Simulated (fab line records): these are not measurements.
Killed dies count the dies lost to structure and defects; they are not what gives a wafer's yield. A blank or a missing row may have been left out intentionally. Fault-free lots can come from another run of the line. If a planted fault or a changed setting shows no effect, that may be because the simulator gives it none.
fab line records	flow nand_harc
record: lots: 14	wafers: 42	last_day: 33
route steps=1302 shown P_M0@267
lots with no fault: from the same line, run without faults
start_h: the number of hours between the record's first day and the start of the first shown wafer of the lot	wait_h: hours elapsed since this lot's preceding step	" unchanged from the row above	L1.1+2: one row covering several wafers at once	- no value, or no start given	* or withheld: withheld	< > ~ a bound
route shown NAME@n: NAME is a module with steps in the file, n the number in the route of the first one	usual: mean and standard deviation over wafers with no fault	same: alike in all rows	chamber/n: place in a boat	sites: each site's reading	_std_site: their standard deviation	_edge_site: mean of outer sites minus mean of inner sites	radius_mm: for every site, how far away it sits from the centre of the wafer	mask NAME#n: copy n	behind: the tool/chamber that last shaped the wafer	hold: why the lot was held/for how many hours/how that ended	device: names the non-switching transistor (n, p or np)	end of line: at the end of the route, the tests of the same wafers	for a step that has no rows: nothing shown but its recipe	killed: not the wafer's yield, but the dies lost to structure and defects at the first sort	map: the dies of a wafer, with x for killed, . for not killed, _ for no die there
set.NAME: the setting the step ran with; set.NAME@STEP: the setting that earlier step ran with	model.NAME: the simulator's own value behind a step, which no gauge read
steps of the route over a sample of lots; a table a step, a row a wafer
services: the hour from which a tool's chamber was out of use, counted from the record's first day as start_h (under 0 if before that day), plus the number of hours and why
== steps ==
step: NHARC_P_M0_ETCH_34
recipe: target_depth_a: 400	overetch_a: 120	time_s: 43.94	ion_energy_ev: 200	n2_flow_sccm: 150	h2_flow_sccm: 150	ar_flow_sccm: 0	rf_w: 400	bias_w: 150	chemistry: N2/H2
usual: drypump_motor_current_A: 5.8/0.44	oes_product_au: 1.000/0.01	rf_vpp_V: 430.0/2.3	showerhead_plenum_p_Torr: 2.02/0.082	throttle_valve_pct: 14.172/0.0088
lot.wafer	tool	chamber	start_h	wait_h	drypump_motor_current_A	oes_product_au	rf_hours_counter_h	rf_vpp_V	showerhead_plenum_p_Torr	throttle_valve_pct
L342.1	rie_diel-13	2	119.83	0.1	5.7	0.995	40	428.9	2.04	14.158
L342.5	"	0	"	"	5.3	0.975	-	432.0	2.11	14.180
L342.6	"	1	"	"	5.4	0.989	-	433.8	2.20	14.181
L343.2	rie_diel-03	1	129.92	0.1	5.1	1.023	3	431.2	2.06	14.186
L343.3	"	0	"	"	6.4	0.993	3	428.9	1.93	14.172
L343.5	"	2	"	"	6.2	1.011	-	430.7	2.04	14.169
L344.4	rie_diel-13	2	145.65	0.1	5.7	0.995	48	430.8	2.03	14.171
L344.2	"	3	"	"	6.3	0.997	48	433.9	2.10	14.175
L344.6	"	2	"	"	5.7	0.997	-	431.9	2.03	14.182
L347.2	rie_diel-03	0	173.68	0.1	6.4	0.996	18	428.5	1.93	14.161
L347.1	"	2	"	"	6.2	1.001	23	429.9	2.04	14.175
L347.5	"	0	"	"	6.4	0.999	-	428.2	1.93	14.161
L350.1	rie_diel-12	3	199.12	0.1	5.7	0.995	16	431.3	2.09	14.171
L350.2	"	1	"	"	5.8	1.002	17	429.3	1.97	14.176
L350.5	"	3	"	"	5.7	0.991	-	432.4	2.09	14.160
L351.4	rie_diel-12	0	214.14	0.1	5.2	1.010	17	426.7	1.93	14.170
L351.2	"	1	"	"	5.8	0.999	19	428.0	1.97	14.170
L351.6	"	3	"	"	5.7	0.986	-	432.0	2.09	14.187
L352.4	rie_diel-12	2	218.43	0.1	6.3	1.007	20	428.9	1.93	14.180
L352.3	"	3	"	"	5.7	0.984	19	432.2	2.09	14.165
L352.5	"	1	"	"	5.8	0.999	-	429.0	1.97	14.164
L353.2	rie_diel-03	0	230.40	0.6	6.4	0.990	34	426.1	1.92	14.176
L353.4	"	1	"	"	5.1	1.008	40	431.0	2.04	14.180
L353.6	"	0	"	"	6.4	0.991	-	426.6	1.92	14.156
L356.1	rie_diel-12	0	265.26	0.1	5.2	1.019	24	427.3	1.93	14.175
L356.6	"	0	"	"	5.1	1.009	-	427.4	1.93	14.182
L356.5	"	1	"	"	5.8	1.014	-	427.5	1.97	14.176
L355.3	rie_diel-13	0	265.78	0.1	5.4	1.004	34	431.9	2.10	14.169
L355.2	"	1	"	"	5.4	0.993	27	433.1	2.19	14.184
L355.4	"	3	"	"	6.4	1.002	28	431.5	2.09	14.180
L357.3	rie_diel-13	0	273.19	0.1	5.4	1.012	36	433.9	2.10	14.174
L357.4	"	3	"	"	6.4	0.999	30	430.7	2.09	14.180
L357.5	"	1	"	"	5.3	0.989	-	433.9	2.19	14.178
L358.2	rie_diel-13	3	284.43	0.1	6.3	0.986	34	431.3	2.09	14.170
L358.4	"	1	"	"	5.3	0.993	33	434.4	2.19	14.177
L358.3	"	2	"	"	5.7	0.998	34	429.6	2.02	14.176
L359.2	rie_diel-03	3	299.60	0.1	6.0	1.002	3	431.8	2.06	14.179
L359.4	"	1	"	"	5.1	0.997	5	430.3	2.03	14.166
L359.6	"	3	"	"	6.0	1.007	-	431.2	2.06	14.158
L365.3	rie_diel-03	3	354.52	0.1	6.0	0.993	21	429.4	2.06	14.170
L365.4	"	0	"	"	6.4	0.981	26	427.7	1.91	14.164
L365.5	"	2	"	"	6.2	1.003	-	429.9	2.01	14.174
step: NHARC_P_M0_PVD_20
recipe: target_thk_a: 50	bias_v: 168.6	power_w: 15000	chamber_pressure_pa: 0.12	time_s: 8.06	substrate_temp_c: 50	material: TaN
usual: throttle_valve_pct: 29.6/0.52
lot.wafer	tool	chamber	start_h	wait_h	throttle_valve_pct
L342.1	pvd_sputter-02	-	-	-	30.0
L342.5	"	-	"	"	29.6
L342.6	"	-	"	"	29.6
L343.3	pvd_sputter-03	-	-	-	29.2
L343.2	"	-	"	"	29.2
L343.5	"	-	"	"	30.2
L344.2	pvd_sputter-02	-	-	-	28.7
L344.4	"	-	"	"	29.9
L344.6	"	-	"	"	29.8
L347.2	pvd_sputter-02	-	-	-	29.7
L347.1	"	-	"	"	28.6
L347.5	"	-	"	"	30.0
L350.1	pvd_sputter-02	-	-	-	29.7
L350.2	"	-	"	"	29.9
L350.5	"	-	"	"	29.8
L351.2	pvd_sputter-02	-	-	-	29.7
L351.4	"	-	"	"	29.7
L351.6	"	-	"	"	29.7
L352.4	pvd_sputter-01	-	-	-	30.5
L352.3	"	-	"	"	29.0
L352.5	"	-	"	"	30.4
L353.2	pvd_sputter-02	-	-	-	29.7
L353.4	"	-	"	"	28.8
L353.6	"	-	"	"	29.9
L356.1	pvd_sputter-03	-	-	-	29.0
L356.5	"	-	"	"	29.4
L356.6	"	-	"	"	30.8
L355.3	pvd_sputter-02	-	-	-	29.8
L355.4	"	-	"	"	30.1
L355.2	"	-	"	"	28.4
L357.4	pvd_sputter-03	-	-	-	29.1
L357.3	"	-	"	"	29.5
L357.5	"	-	"	"	30.3
L358.4	pvd_sputter-03	-	-	-	30.6
L358.2	"	-	"	"	29.1
L358.3	"	-	"	"	29.5
L359.2	pvd_sputter-02	-	-	-	29.4
L359.4	"	-	"	"	29.8
L359.6	"	-	"	"	29.7
L365.3	pvd_sputter-02	-	-	-	29.8
L365.4	"	-	"	"	29.4
L365.5	"	-	"	"	29.7
step: NHARC_P_M0_ECD_22
recipe: target_thk_a: 4000	bath_temp_c: 25	material: Cu
usual: bath_heat_duty_pct: 6.5/0.73	bath_temp_c: 24.99/0.099
lot.wafer	tool	chamber	start_h	wait_h	bath_heat_duty_pct	bath_temp_c
L342.1	ecd_cu-01	0	123.87	-	6.1	25.02
L342.5	"	1	"	"	6.5	24.94
L342.6	"	0	"	"	6.0	25.19
L343.2	ecd_cu-01	1	131.16	-	6.2	24.76
L343.3	"	1	"	"	5.3	24.82
L343.5	"	0	"	"	5.8	25.10
L344.2	ecd_cu-02	0	146.84	-	7.9	25.03
L344.4	"	1	"	"	6.9	25.10
L344.6	"	1	"	"	6.2	24.90
L347.2	ecd_cu-02	1	174.95	-	6.4	25.10
L347.1	"	0	"	"	7.8	24.91
L347.5	"	1	"	"	6.2	25.16
L350.1	ecd_cu-01	0	200.30	-	5.6	25.10
L350.2	"	1	"	"	6.4	25.01
L350.5	"	1	"	"	6.1	25.12
L351.2	ecd_cu-01	0	215.33	-	6.0	25.04
L351.4	"	0	"	"	5.8	25.01
L351.6	"	1	"	"	6.1	25.10
L352.4	ecd_cu-01	0	219.74	-	6.2	25.01
L352.3	"	1	"	"	6.3	25.15
L352.5	"	1	"	"	5.8	24.93
L353.2	ecd_cu-01	0	231.68	-	6.2	24.95
L353.4	"	0	"	"	6.3	24.84
L353.6	"	1	"	"	6.1	25.02
L356.1	ecd_cu-02	1	266.48	-	6.6	25.07
L356.6	"	1	"	"	5.5	25.02
L356.5	"	0	"	"	8.6	24.85
L355.2	ecd_cu-01	0	266.99	-	5.9	25.03
L355.3	"	0	"	"	6.5	24.90
L355.4	"	1	"	"	6.9	24.83
L357.4	ecd_cu-01	0	274.51	-	6.3	25.12
L357.3	"	1	"	"	6.8	24.94
L357.5	"	0	"	"	6.2	24.96
L358.2	ecd_cu-02	0	285.67	-	-	-
L358.3	"	0	"	"	-	-
L358.4	"	1	"	"	-	-
L359.2	ecd_cu-01	1	300.83	-	-	-
L359.4	"	1	"	"	-	-
L359.6	"	1	"	"	-	-
L365.3	ecd_cu-01	0	355.80	-	5.5	25.04
L365.4	"	1	"	"	6.5	24.95
L365.5	"	0	"	"	5.4	25.04
step: NHARC_P_M0_CMP_23
recipe: t_overpolish_s: 20	target_thk_nm: 117.54
usual: motor_current_A: 12.3/1	time_to_endpoint_s: 28.5/2.4
lot.wafer	tool	chamber	start_h	wait_h	motor_current_A	time_to_endpoint_s
L342.1	cmp-02	0	124.57	-	13.4	29.2
L342.5	"	3	"	"	11.6	29.3
L342.6	"	0	"	"	12.8	30.1
L343.2	cmp-03	1	131.83	-	13.5	33.5
L343.3	"	2	"	"	12.2	31.0
L343.5	"	2	"	"	12.0	29.3
L344.2	cmp-04	2	147.62	-	12.3	30.4
L344.4	"	3	"	"	11.3	32.4
L344.6	"	0	"	"	10.3	26.3
L347.1	cmp-02	0	175.67	-	12.8	27.6
L347.2	"	1	"	"	11.1	27.6
L347.5	"	0	"	"	13.3	31.6
L350.1	cmp-02	3	201.02	-	12.2	24.8
L350.2	"	2	"	"	12.0	24.5
L350.5	"	3	"	"	12.2	27.2
L351.4	cmp-03	1	216.08	-	13.5	31.0
L351.2	"	2	"	"	11.7	29.1
L351.6	"	0	"	"	13.4	27.2
L352.3	cmp-04	1	220.36	-	11.8	29.6
L352.4	"	2	"	"	12.2	31.7
L352.5	"	2	"	"	12.6	32.7
L353.4	cmp-03	0	232.36	-	13.9	28.3
L353.2	"	1	"	"	13.9	33.4
L353.6	"	0	"	"	13.3	28.3
L356.1	cmp-03	1	267.29	-	13.7	31.1
L356.6	"	2	"	"	11.7	31.9
L356.5	"	3	"	"	11.8	28.8
L355.4	cmp-02	0	267.75	-	12.8	31.6
L355.2	"	1	"	"	11.5	25.7
L355.3	"	2	"	"	11.5	26.8
L357.3	cmp-03	2	275.13	-	11.8	29.4
L357.4	"	3	"	"	11.1	25.2
L357.5	"	2	"	"	11.3	29.1
L358.4	cmp-04	3	286.41	-	11.7	4.2
L358.3	"	0	"	"	10.0	0.0
L358.2	"	1	"	"	11.5	0.0
L359.4	cmp-02	2	301.51	-	12.4	4.4
L359.2	"	1	"	"	12.2	0.4
L359.6	"	3	"	"	11.9	1.8
L365.4	cmp-04	3	356.42	-	11.8	33.1
L365.3	"	2	"	"	12.7	30.2
L365.5	"	3	"	"	12.3	33.0
step: NHARC_P_M0_THK_MEAS_24
recipe: thk_meas_gauge: xrf
usual: thk_nm: 117.4/1.7
lot.wafer	tool	chamber	start_h	wait_h	thk_nm
L342.1	film_metro-01	-	124.85	-	116.6
L342.5	"	-	"	"	113.7
L342.6	"	-	"	"	116.4
L343.2	film_metro-01	-	132.14	-	119.5
L343.3	"	-	"	"	119.9
L343.5	"	-	"	"	120.0
L344.2	film_metro-02	-	147.87	-	118.4
L344.4	"	-	"	"	115.9
L344.6	"	-	"	"	117.1
L347.1	film_metro-01	-	175.99	-	115.3
L347.2	"	-	"	"	115.1
L347.5	"	-	"	"	115.3
L350.1	film_metro-01	-	201.33	-	116.3
L350.2	"	-	"	"	117.3
L350.5	"	-	"	"	117.1
L351.2	film_metro-02	-	216.37	-	117.8
L351.4	"	-	"	"	118.2
L351.6	"	-	"	"	115.0
L352.3	film_metro-01	-	220.67	-	119.0
L352.4	"	-	"	"	118.4
L352.5	"	-	"	"	118.0
L353.2	film_metro-01	-	232.67	-	119.6
L353.4	"	-	"	"	117.7
L353.6	"	-	"	"	119.5
L356.1	film_metro-02	-	267.54	-	118.0
L356.5	"	-	"	"	119.5
L356.6	"	-	"	"	121.5
L355.2	film_metro-01	-	268.03	-	118.5
L355.3	"	-	"	"	117.2
L355.4	"	-	"	"	119.0
L357.3	film_metro-01	-	275.45	-	118.7
L357.4	"	-	"	"	115.9
L357.5	"	-	"	"	120.2
L358.2	film_metro-01	-	286.70	-	30.3
L358.3	"	-	"	"	29.4
L358.4	"	-	"	"	28.1
L359.2	film_metro-01	-	301.82	-	30.2
L359.4	"	-	"	"	29.5
L359.6	"	-	"	"	29.0
L365.3	film_metro-02	-	356.74	-	116.2
L365.4	"	-	"	"	117.5
L365.5	"	-	"	"	118.3
step: NHARC_P_M0_INSPECT_27
usual: raw_defect_count: 300/110
lot.wafer	tool	chamber	start_h	wait_h	raw_defect_count
L342.1	defect_inspect-02	-	125.03	0.0	257
L342.5	"	-	"	"	431
L342.6	"	-	"	"	397
L343.2	defect_inspect-02	-	132.30	0.0	178
L343.3	"	-	"	"	236
L343.5	"	-	"	"	117
L344.2	defect_inspect-01	-	148.03	0.0	367
L344.4	"	-	"	"	230
L344.6	"	-	"	"	347
L347.1	defect_inspect-01	-	176.14	0.0	276
L347.2	"	-	"	"	261
L347.5	"	-	"	"	211
L350.1	defect_inspect-02	-	201.49	0.0	210
L350.2	"	-	"	"	193
L350.5	"	-	"	"	219
L351.2	defect_inspect-02	-	216.53	0.0	191
L351.4	"	-	"	"	220
L351.6	"	-	"	"	270
L352.3	defect_inspect-02	-	220.83	0.0	353
L352.4	"	-	"	"	254
L352.5	"	-	"	"	481
L353.2	defect_inspect-02	-	232.83	0.0	391
L353.4	"	-	"	"	310
L353.6	"	-	"	"	161
L356.1	defect_inspect-02	-	267.69	0.0	219
L356.5	"	-	"	"	386
L356.6	"	-	"	"	203
L355.2	defect_inspect-01	-	268.19	0.0	197
L355.3	"	-	"	"	265
L355.4	"	-	"	"	327
L357.3	defect_inspect-02	-	275.60	0.0	210
L357.4	"	-	"	"	365
L357.5	"	-	"	"	314
L358.2	defect_inspect-02	-	286.85	0.0	189
L358.3	"	-	"	"	259
L358.4	"	-	"	"	172
L359.2	defect_inspect-02	-	301.98	0.0	309
L359.4	"	-	"	"	394
L359.6	"	-	"	"	368
L365.3	defect_inspect-02	-	356.89	0.0	268
L365.4	"	-	"	"	264
L365.5	"	-	"	"	335
== services ==
tool	chamber	start_h	hours	kind
pvd_sputter-02	-	104.00	10.0	pm
rie_diel-03	-	104.30	9.0	pm
cmp-03	-	110.76	2.1	repair
cmp-02	-	135.16	4.0	pm
ecd_cu-01	-	152.15	0.9	repair
rie_diel-13	2	156.41	22.4	repair
ecd_cu-01	-	160.00	8.0	pm
cmp-03	-	162.47	4.0	pm
rie_diel-13	-	165.01	9.0	pm
cmp-02	-	168.31	3.9	repair
rie_diel-13	3	200.20	13.6	repair
rie_diel-13	-	202.49	0.5	repair
cmp-02	-	233.16	4.0	pm
rie_diel-03	0	237.81	4.4	repair
cmp-02	-	245.36	4.0	repair
rie_diel-13	1	252.63	6.6	repair
cmp-03	-	256.30	0.3	repair
cmp-03	-	260.47	4.0	pm
rie_diel-03	3	261.51	4.8	repair
ecd_cu-01	-	278.38	0.5	repair
rie_diel-03	-	281.30	9.0	pm
pvd_sputter-02	-	282.00	10.0	pm
ecd_cu-01	-	310.12	6.3	repair
ecd_cu-01	-	336.00	8.0	pm
== key ==
first_sign: step: NHARC_P_M0_ECD_22	reading: tool_record	direction: missing
effect: step: NHARC_P_M0_CMP_23	reading: time_to_endpoint_s	direction: down	sigmas: 11	usual: *	struck: *
effect: step: NHARC_P_M0_THK_MEAS_24	reading: thk_nm	direction: down	sigmas: 53	usual: 117.4	struck: 29.4
met_at NHARC_P_M0_ECD_22
struck_lots L358,L359
later_rows_left_out L358.2,L358.3,L358.4,L359.2,L359.4,L359.6
sort_left_out L358.2,L358.3,L358.4,L359.2,L359.4,L359.6
not_acting_at NHARC_P_M0_ETCH_34,NHARC_P_M0_PVD_20,NHARC_P_M0_INSPECT_27
onset_between 274.51 285.67
fault: kind: skipped_step_whole	tool: ecd_cu-01,ecd_cu-02	chamber: -	onset_h: 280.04	steps: NHARC_P_M0_ECD_22	scope: struck_lots_only
sort_left_out: the simulated sort isn't trusted on such a fault, so these wafers' sort isn't shown, and their yield isn't known
later_rows_left_out: the simulator's readings of these wafers behind a module that went badly wrong aren't trusted and aren't shown, but for the sort
